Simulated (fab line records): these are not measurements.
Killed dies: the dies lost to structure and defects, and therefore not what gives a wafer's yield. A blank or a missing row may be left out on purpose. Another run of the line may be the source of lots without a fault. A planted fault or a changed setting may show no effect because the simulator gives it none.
The tool behind it: which one? / flow nand harc / 24 lots with 72 wafers sampled at 5 steps, on a route of 1159 steps

WHAT THE GAUGES READ, wafer by wafer
NHARC_P_ZERO_WELL_CD_MEAS_24: the cd target is 720 nm.
lot=L074; measured=day 1 14:31; on=cd sem-03; cd nm (nm)=719 720 724
lot=L075; measured=day 1 20:28; on=cd sem-01; cd nm (nm)=718 719 723
lot=L076; measured=day 2 02:34; on=cd sem-02; cd nm (nm)=721 716 722
lot=L077; measured=day 2 08:35; on=cd sem-03; cd nm (nm)=723 724 717
lot=L078; measured=day 2 14:37; on=cd sem-03; cd nm (nm)=722 722 724
lot=L079; measured=day 2 20:38; on=cd sem-02; cd nm (nm)=713 722 716
lot=L080; measured=day 3 02:29; on=cd sem-03; cd nm (nm)=721 719 724
lot=L081; measured=day 3 08:32; on=cd sem-01; cd nm (nm)=717 724 722
lot=L082; measured=day 3 14:31; on=cd sem-02; cd nm (nm)=715 721 725
lot=L083; measured=day 3 20:32; on=cd sem-01; cd nm (nm)=723 718 720
lot=L084; measured=day 4 02:31; on=cd sem-03; cd nm (nm)=724 723 718
lot=L085; measured=day 4 08:24; on=cd sem-02; cd nm (nm)=723 718 720
lot=L086; measured=day 4 14:29; on=cd sem-03; cd nm (nm)=721 721 724
lot=L087; measured=day 4 20:40; on=cd sem-03; cd nm (nm)=714 724 714
lot=L088; measured=day 5 02:38; on=cd sem-02; cd nm (nm)=719 724 720
lot=L089; measured=day 5 08:35; on=cd sem-01; cd nm (nm)=726 723 720
lot=L090; measured=day 5 14:40; on=cd sem-01; cd nm (nm)=719 723 721
lot=L091; measured=day 5 20:51; on=cd sem-01; cd nm (nm)=725 718 714
lot=L092; measured=day 6 02:32; on=cd sem-03; cd nm (nm)=718 723 721
lot=L093; measured=day 6 08:20; on=cd sem-03; cd nm (nm)=722 726 717
lot=L094; measured=day 6 14:37; on=cd sem-01; cd nm (nm)=718 726 716
lot=L095; measured=day 6 20:32; on=cd sem-02; cd nm (nm)=715 716 725
lot=L096; measured=day 7 02:30; on=cd sem-02; cd nm (nm)=720 723 717
lot=L097; measured=day 7 08:48; on=cd sem-02; cd nm (nm)=722 716 718

NHARC_P_CONTACT_INSPECT_27.
lot=L074; measured=day 5 17:07; on=defect inspect-01; raw defect count=166 247 163
lot=L075; measured=day 5 18:06; on=defect inspect-01; raw defect count=193 191 195
lot=L076; measured=day 6 09:27; on=defect inspect-01; raw defect count=342 330 358
lot=L077; measured=day 6 05:23; on=defect inspect-02; raw defect count=307 266 311
lot=L078; measured=day 6 18:14; on=defect inspect-02; raw defect count=164 113 159
lot=L079; measured=day 7 05:10; on=defect inspect-02; raw defect count=200 183 553
lot=L080; measured=day 7 08:20; on=defect inspect-02; raw defect count=193 239 207
lot=L081; measured=day 7 15:41; on=defect inspect-02; raw defect count=281 281 479
lot=L082; measured=day 7 15:08; on=defect inspect-02; raw defect count=311 268 506
lot=L083; measured=day 7 14:52; on=defect inspect-02; raw defect count=375 152 108
lot=L084; measured=day 8 09:17; on=defect inspect-02; raw defect count=319 393 355
lot=L085; measured=day 8 08:56; on=defect inspect-02; raw defect count=296 266 215
lot=L086; measured=day 9 06:47; on=defect inspect-01; raw defect count=409 468 344
lot=L087; measured=day 9 07:52; on=defect inspect-02; raw defect count=180 160 132
lot=L088; measured=day 9 07:20; on=defect inspect-02; raw defect count=152 230 194
lot=L089; measured=day 9 17:01; on=defect inspect-02; raw defect count=243 377 283
lot=L090; measured=day 9 18:01; on=defect inspect-01; raw defect count=421 522 494
lot=L091; measured=day 10 08:24; on=defect inspect-02; raw defect count=241 645 277
lot=L092; measured=day 10 08:56; on=defect inspect-01; raw defect count=199 129 309
lot=L093; measured=day 10 10:32; on=defect inspect-02; raw defect count=418 296 396
lot=L094; measured=day 10 22:29; on=defect inspect-02; raw defect count=234 147 237
lot=L095; measured=day 11 02:32; on=defect inspect-01; raw defect count=323 328 360
lot=L096; measured=day 11 03:09; on=defect inspect-02; raw defect count=213 252 169
lot=L097; measured=day 12 03:20; on=defect inspect-01; raw defect count=196 161 233

NHARC_P_M0_CD_MEAS_09: the cd target is 90 nm.
lot=L074; measured=day 5 18:01; on=cd sem-03; cd nm (nm)=89.6 89.8 88.6
lot=L075; measured=day 5 19:04; on=cd sem-01; cd nm (nm)=89.5 90.2 91.8
lot=L076; measured=day 6 10:13; on=cd sem-02; cd nm (nm)=89.5 90.2 89.8
lot=L077; measured=day 6 06:17; on=cd sem-02; cd nm (nm)=90.7 92.3 91.2
lot=L078; measured=day 6 19:08; on=cd sem-02; cd nm (nm)=89.3 88.5 89.6
lot=L079; measured=day 7 06:05; on=cd sem-03; cd nm (nm)=89.5 89.5 89.2
lot=L080; measured=day 7 09:07; on=cd sem-01; cd nm (nm)=89.8 91.6 91.6
lot=L081; measured=day 7 16:35; on=cd sem-01; cd nm (nm)=88.6 89.2 89.3
lot=L082; measured=day 7 16:08; on=cd sem-01; cd nm (nm)=90.3 91.9 91.6
lot=L083; measured=day 7 15:59; on=cd sem-03; cd nm (nm)=89.1 89.5 88.8
lot=L084; measured=day 8 10:11; on=cd sem-03; cd nm (nm)=89.2 88.7 88.6
lot=L085; measured=day 8 09:50; on=cd sem-03; cd nm (nm)=89.6 90.8 88.7
lot=L086; measured=day 9 07:41; on=cd sem-01; cd nm (nm)=89.0 89.0 89.9
lot=L087; measured=day 9 08:47; on=cd sem-03; cd nm (nm)=88.7 88.9 89.0
lot=L088; measured=day 9 08:16; on=cd sem-01; cd nm (nm)=92.2 92.5 91.6
lot=L089; measured=day 9 17:55; on=cd sem-02; cd nm (nm)=92.4 92.7 91.6
lot=L090; measured=day 9 18:55; on=cd sem-02; cd nm (nm)=88.8 88.5 89.2
lot=L091; measured=day 10 09:10; on=cd sem-02; cd nm (nm)=88.8 89.0 89.0
lot=L092; measured=day 10 09:43; on=cd sem-02; cd nm (nm)=89.9 89.7 90.0
lot=L093; measured=day 10 11:19; on=cd sem-02; cd nm (nm)=88.1 88.2 89.1
lot=L094; measured=day 10 23:37; on=cd sem-03; cd nm (nm)=92.5 91.7 91.1
lot=L095; measured=day 11 03:33; on=cd sem-02; cd nm (nm)=89.1 91.0 91.0
lot=L096; measured=day 11 03:58; on=cd sem-02; cd nm (nm)=89.8 89.1 89.3
lot=L097; measured=day 12 04:07; on=cd sem-02; cd nm (nm)=90.3 89.5 88.8

WHAT TOOL EACH LOT RAN ON (gives the tool, then ch and the chambers of the sampled wafers, and finally the start)
lot=L074; NHARC_P_GATE_ETCH_104=rie diel-12 ch 0,2, day 4 16:38; NHARC_P_CONTACT_DEGAS_38=pvd sputter-01, day 5 15:08
lot=L075; NHARC_P_GATE_ETCH_104=rie diel-10 ch 2,3, day 4 16:50; NHARC_P_CONTACT_DEGAS_38=pvd sputter-01, day 5 16:10
lot=L076; NHARC_P_GATE_ETCH_104=rie diel-12 ch 0,3, day 5 04:35; NHARC_P_CONTACT_DEGAS_38=pvd sputter-01, day 6 06:02
lot=L077; NHARC_P_GATE_ETCH_104=rie diel-12 ch 0,1,3, day 5 05:21; NHARC_P_CONTACT_DEGAS_38=pvd sputter-03, day 6 03:55
lot=L078; NHARC_P_GATE_ETCH_104=rie diel-12 ch 0,1, day 5 16:39; NHARC_P_CONTACT_DEGAS_38=pvd sputter-02, day 6 14:29
lot=L079; NHARC_P_GATE_ETCH_104=rie diel-12 ch 0,1, day 6 03:22; NHARC_P_CONTACT_DEGAS_38=pvd sputter-02, day 7 01:19
lot=L080; NHARC_P_GATE_ETCH_104=rie diel-12 ch 0,1, day 6 08:50; NHARC_P_CONTACT_DEGAS_38=pvd sputter-02, day 7 06:49
lot=L081; NHARC_P_GATE_ETCH_104=rie diel-13 ch 0,2, day 6 14:48; NHARC_P_CONTACT_DEGAS_38=pvd sputter-02, day 7 13:10
lot=L082; NHARC_P_GATE_ETCH_104=rie diel-12 ch 0,1,2, day 6 14:40; NHARC_P_CONTACT_DEGAS_38=pvd sputter-01, day 7 12:33
lot=L083; NHARC_P_GATE_ETCH_104=rie diel-12 ch 0,1,2, day 6 13:49; NHARC_P_CONTACT_DEGAS_38=pvd sputter-02, day 7 11:52
lot=L084; NHARC_P_GATE_ETCH_104=rie diel-10 ch 0,2,3, day 7 09:55; NHARC_P_CONTACT_DEGAS_38=pvd sputter-01, day 8 07:46
lot=L085; NHARC_P_GATE_ETCH_104=rie diel-12 ch 0,2,3, day 7 09:18; NHARC_P_CONTACT_DEGAS_38=pvd sputter-01, day 8 07:26
lot=L086; NHARC_P_GATE_ETCH_104=rie diel-10 ch 2,3, day 8 00:16; NHARC_P_CONTACT_DEGAS_38=pvd sputter-03, day 8 22:43
lot=L087; NHARC_P_GATE_ETCH_104=rie diel-10 ch 0,1,3, day 8 00:39; NHARC_P_CONTACT_DEGAS_38=pvd sputter-01, day 9 00:08
lot=L088; NHARC_P_GATE_ETCH_104=rie diel-12 ch 0,1,2, day 8 00:28; NHARC_P_CONTACT_DEGAS_38=pvd sputter-03, day 8 23:40
lot=L089; NHARC_P_GATE_ETCH_104=rie diel-13 ch 1,3, day 8 15:58; NHARC_P_CONTACT_DEGAS_38=pvd sputter-03, day 9 14:01
lot=L090; NHARC_P_GATE_ETCH_104=rie diel-12 ch 0,1,3, day 8 16:39; NHARC_P_CONTACT_DEGAS_38=pvd sputter-03, day 9 16:29
lot=L091; NHARC_P_GATE_ETCH_104=rie diel-13 ch 1,3, day 8 23:17; NHARC_P_CONTACT_DEGAS_38=pvd sputter-01, day 10 00:00
lot=L092; NHARC_P_GATE_ETCH_104=rie diel-10 ch 1,2, day 8 23:57; NHARC_P_CONTACT_DEGAS_38=pvd sputter-01, day 10 00:14
lot=L093; NHARC_P_GATE_ETCH_104=rie diel-13 ch 0,3, day 9 06:38; NHARC_P_CONTACT_DEGAS_38=pvd sputter-01, day 10 05:29
lot=L094; NHARC_P_GATE_ETCH_104=rie diel-13 ch 0,1,3, day 9 19:05; NHARC_P_CONTACT_DEGAS_38=pvd sputter-03, day 10 18:16
lot=L095; NHARC_P_GATE_ETCH_104=rie diel-10 ch 1,2,3, day 10 01:14; NHARC_P_CONTACT_DEGAS_38=pvd sputter-02, day 10 23:13
lot=L096; NHARC_P_GATE_ETCH_104=rie diel-10 ch 1,2,3, day 10 04:03; NHARC_P_CONTACT_DEGAS_38=pvd sputter-02, day 11 01:38
lot=L097; NHARC_P_GATE_ETCH_104=rie diel-13 ch 1,2,3, day 10 22:34; NHARC_P_CONTACT_DEGAS_38=pvd sputter-01, day 11 20:11
- NHARC_P_GATE_ETCH_104: etches the open film in CF4/CHF3, target depth 60 nm.
- NHARC_P_CONTACT_DEGAS_38: time 60 s.

AS READ BY THE TOOLS THEMSELVES (means over the sampled wafers that have a number; for cases with no such wafer, the mark the record gives instead)
NHARC_P_GATE_ETCH_104.
lot=L074; tool=rie diel-12; bias w (W)=200.0; drypump motor current A (A)=5.5; oes product au (a.u.)=0.970; rf vpp V (V)=371.2; showerhead plenum p Torr (Torr)=1.60; throttle valve pct (%)=16.805
lot=L075; tool=rie diel-10; bias w (W)=200.0; drypump motor current A (A)=5.7; oes product au (a.u.)=0.976; rf vpp V (V)=370.8; showerhead plenum p Torr (Torr)=1.57; throttle valve pct (%)=16.801
lot=L076; tool=rie diel-12; bias w (W)=200.2; drypump motor current A (A)=5.5; oes product au (a.u.)=0.949; rf vpp V (V)=372.7; showerhead plenum p Torr (Torr)=1.62; throttle valve pct (%)=16.799
lot=L077; tool=rie diel-12; bias w (W)=200.2; drypump motor current A (A)=5.6; oes product au (a.u.)=0.914; rf vpp V (V)=371.6; showerhead plenum p Torr (Torr)=1.58; throttle valve pct (%)=16.806
lot=L078; tool=rie diel-12; bias w (W)=200.3; drypump motor current A (A)=5.4; oes product au (a.u.)=0.923; rf vpp V (V)=371.3; showerhead plenum p Torr (Torr)=1.59; throttle valve pct (%)=16.798
lot=L079; tool=rie diel-12; bias w (W)=200.7; drypump motor current A (A)=5.4; oes product au (a.u.)=0.910; rf vpp V (V)=369.0; showerhead plenum p Torr (Torr)=1.55; throttle valve pct (%)=16.802
lot=L080; tool=rie diel-12; bias w (W)=200.4; drypump motor current A (A)=5.4; oes product au (a.u.)=0.944; rf vpp V (V)=370.6; showerhead plenum p Torr (Torr)=1.59; throttle valve pct (%)=16.798
lot=L081; tool=rie diel-13; bias w (W)=199.7; drypump motor current A (A)=5.3; oes product au (a.u.)=0.980; rf vpp V (V)=368.5; showerhead plenum p Torr (Torr)=1.53; throttle valve pct (%)=16.813
lot=L082; tool=rie diel-12; bias w (W)=199.8; drypump motor current A (A)=5.5; oes product au (a.u.)=0.911; rf vpp V (V)=370.4; showerhead plenum p Torr (Torr)=1.56; throttle valve pct (%)=16.802
lot=L083; tool=rie diel-12; bias w (W)=199.7; drypump motor current A (A)=5.5; oes product au (a.u.)=0.923; rf vpp V (V)=369.8; showerhead plenum p Torr (Torr)=1.56; throttle valve pct (%)=16.802
lot=L084; tool=rie diel-10; bias w (W)=200.0; drypump motor current A (A)=6.0; oes product au (a.u.)=0.973; rf vpp V (V)=372.2; showerhead plenum p Torr (Torr)=1.61; throttle valve pct (%)=16.803
lot=L085; tool=rie diel-12; bias w (W)=200.1; drypump motor current A (A)=5.7; oes product au (a.u.)=0.925; rf vpp V (V)=371.7; showerhead plenum p Torr (Torr)=1.59; throttle valve pct (%)=16.800
lot=L086; tool=rie diel-10; bias w (W)=199.8; drypump motor current A (A)=5.7; oes product au (a.u.)=0.937; rf vpp V (V)=369.6; showerhead plenum p Torr (Torr)=1.57; throttle valve pct (%)=16.803
lot=L087; tool=rie diel-10; bias w (W)=200.0; drypump motor current A (A)=6.2; oes product au (a.u.)=0.957; rf vpp V (V)=371.6; showerhead plenum p Torr (Torr)=1.59; throttle valve pct (%)=16.799
lot=L088; tool=rie diel-12; bias w (W)=199.8; drypump motor current A (A)=5.5; oes product au (a.u.)=0.934; rf vpp V (V)=370.2; showerhead plenum p Torr (Torr)=1.56; throttle valve pct (%)=16.806
lot=L089; tool=rie diel-13; bias w (W)=199.8; drypump motor current A (A)=5.1; oes product au (a.u.)=0.950; rf vpp V (V)=368.5; showerhead plenum p Torr (Torr)=1.51; throttle valve pct (%)=16.789
lot=L090; tool=rie diel-12; bias w (W)=200.1; drypump motor current A (A)=5.5; oes product au (a.u.)=0.925; rf vpp V (V)=370.0; showerhead plenum p Torr (Torr)=1.58; throttle valve pct (%)=16.798
lot=L091; tool=rie diel-13; bias w (W)=200.0; drypump motor current A (A)=5.4; oes product au (a.u.)=0.969; rf vpp V (V)=368.5; showerhead plenum p Torr (Torr)=1.52; throttle valve pct (%)=16.799
lot=L092; tool=rie diel-10; bias w (W)=200.3; drypump motor current A (A)=6.1; oes product au (a.u.)=0.954; rf vpp V (V)=367.7; showerhead plenum p Torr (Torr)=1.49; throttle valve pct (%)=16.812
lot=L093; tool=rie diel-13; bias w (W)=199.7; drypump motor current A (A)=5.1; oes product au (a.u.)=0.971; rf vpp V (V)=366.4; showerhead plenum p Torr (Torr)=1.47; throttle valve pct (%)=16.805
lot=L094; tool=rie diel-13; bias w (W)=199.7; drypump motor current A (A)=5.3; oes product au (a.u.)=0.929; rf vpp V (V)=367.1; showerhead plenum p Torr (Torr)=1.50; throttle valve pct (%)=16.809
lot=L095; tool=rie diel-10; bias w (W)=200.3; drypump motor current A (A)=5.9; oes product au (a.u.)=0.934; rf vpp V (V)=368.9; showerhead plenum p Torr (Torr)=1.54; throttle valve pct (%)=16.795
lot=L096; tool=rie diel-10; bias w (W)=199.9; drypump motor current A (A)=6.0; oes product au (a.u.)=0.944; rf vpp V (V)=369.3; showerhead plenum p Torr (Torr)=1.54; throttle valve pct (%)=16.801
lot=L097; tool=rie diel-13; bias w (W)=199.9; drypump motor current A (A)=5.3; oes product au (a.u.)=0.949; rf vpp V (V)=369.4; showerhead plenum p Torr (Torr)=1.56; throttle valve pct (%)=16.807

NHARC_P_CONTACT_DEGAS_38.
lot=L074; tool=pvd sputter-01; heater power w (W)=458
lot=L075; tool=pvd sputter-01; heater power w (W)=477
lot=L076; tool=pvd sputter-01; heater power w (W)=458
lot=L077; tool=pvd sputter-03; heater power w (W)=410
lot=L078; tool=pvd sputter-02; heater power w (W)=440
lot=L079; tool=pvd sputter-02; heater power w (W)=473
lot=L080; tool=pvd sputter-02; heater power w (W)=444
lot=L081; tool=pvd sputter-02; heater power w (W)=448
lot=L082; tool=pvd sputter-01; heater power w (W)=465
lot=L083; tool=pvd sputter-02; heater power w (W)=454
lot=L084; tool=pvd sputter-01; heater power w (W)=450
lot=L085; tool=pvd sputter-01; heater power w (W)=450
lot=L086; tool=pvd sputter-03; heater power w (W)=440
lot=L087; tool=pvd sputter-01; heater power w (W)=447
lot=L088; tool=pvd sputter-03; heater power w (W)=422
lot=L089; tool=pvd sputter-03; heater power w (W)=419
lot=L090; tool=pvd sputter-03; heater power w (W)=438
lot=L091; tool=pvd sputter-01; heater power w (W)=474
lot=L092; tool=pvd sputter-01; heater power w (W)=477
lot=L093; tool=pvd sputter-01; heater power w (W)=437
lot=L094; tool=pvd sputter-03; heater power w (W)=425
lot=L095; tool=pvd sputter-02; heater power w (W)=459
lot=L096; tool=pvd sputter-02; heater power w (W)=453
lot=L097; tool=pvd sputter-01; heater power w (W)=457

THE ANSWER, worked out from the rows above alone
Rule: the usual values come from the lots themselves. The widest of any qualifying gaps counts: lots, ordered by their means at a reading, are off when they make up no more than a third of the lots, leave a main group of 4 or more, and stand apart from it by 3 or more times the standard deviation of that group's means. If all means in a main group match to the digits the tables above print for the reading, that group is not used. A lot without any number at a reading at which 4 lots or more have one is off too. The other lots that the step has rows for count as sound. The gauges are gone through in route order, then the tools' own readings, and for those a lot's mean is taken as printed above. At the first step where some lot is off, the reading lying furthest off is the one used; lots without a number count as furthest.
Across all readings shown, no lot is off: no conclusion can be drawn from this.

WHAT HAD BEEN PUT IN BY THE SIMULATOR
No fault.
